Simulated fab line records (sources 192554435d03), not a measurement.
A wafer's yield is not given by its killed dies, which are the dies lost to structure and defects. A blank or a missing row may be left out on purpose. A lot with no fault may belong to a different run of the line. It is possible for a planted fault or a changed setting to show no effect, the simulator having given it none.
Matching of chambers    flow n5_finfet    N5_SDB_CMP_30 on cmp-03: 4 sister chambers
The step polishes, stops on poly-Si, t overpolish 1.54 s, target thk 30 nm. 14 wafers are shown with their chamber, then 7 later ones without.

## WAFERS WITH THEIR CHAMBER
wafer   chamber  motor_current_A (A)  time_to_endpoint_s (s)  overpolish_run_s (s)
L075.1  1        11.2                 12                      1.535
L075.2  0        11.3                 14                      1.554
L075.3  3        14.0                 17                      1.536
L076.2  2        12.5                 9                       1.533
L076.3  3        14.4                 14                      1.534
L076.6  1        10.3                 12                      1.543
L078.1  0        11.7                 17                      1.553
L078.5  2        11.9                 12                      1.531
L078.6  3        14.0                 20                      1.527
L084.1  2        12.4                 10                      1.530
L084.3  0        11.5                 16                      1.525
L084.6  3        14.9                 17                      1.534
L085.2  2        12.4                 10                      1.531
L085.3  3        14.6                 15                      1.534

SIGNATURES (averages over the wafers above)
reading             chamber 0  chamber 1  chamber 2  chamber 3  scatter within a chamber
motor_current_A     11.500     10.750     12.300     14.380     0.362
time_to_endpoint_s  15.67      12.00      10.25      16.60      1.75
overpolish_run_s    1.54400    1.53900    1.53125    1.53300    0.00792
Rule: a wafer lies at a distance from a chamber equal to the root of the sum of squares, over the readings, of (its reading less the chamber's mean, divided by the reading's scatter). The wafer belongs to the nearest chamber; if the next one is less than 2 further off, it can't be placed. The scatter: the root of (the sum of the squares of (reading less its chamber's mean) over the shown wafers, divided by (wafers less chambers)).

## WAFERS WHOSE CHAMBER IS MISSING
wafer   motor_current_A (A)  time_to_endpoint_s (s)  overpolish_run_s (s)
L085.6  11.3                 15                      1.522
L093.3  12.4                 11                      1.557
L093.5  11.7                 15                      1.538
L093.6  11.0                 14                      1.537
L096.1  12.0                 10                      1.537
L096.5  15.0                 17                      1.543
L096.6  10.7                 14                      1.544

## EACH ONE'S CHAMBER
wafer   from the rows above           in truth
L085.6  can't be placed: 0 or 1 or 2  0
L093.3  can't be placed: 2 or 0 or 1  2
L093.5  0                             0
L093.6  can't be placed: 1 or 0       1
L096.1  2                             2
L096.5  3                             3
L096.6  can't be placed: 1 or 0       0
Placed correctly: 3 of 7. Can't be placed from these rows: 4 (the true chamber is among the candidates in 4). Placed wrongly: 0.
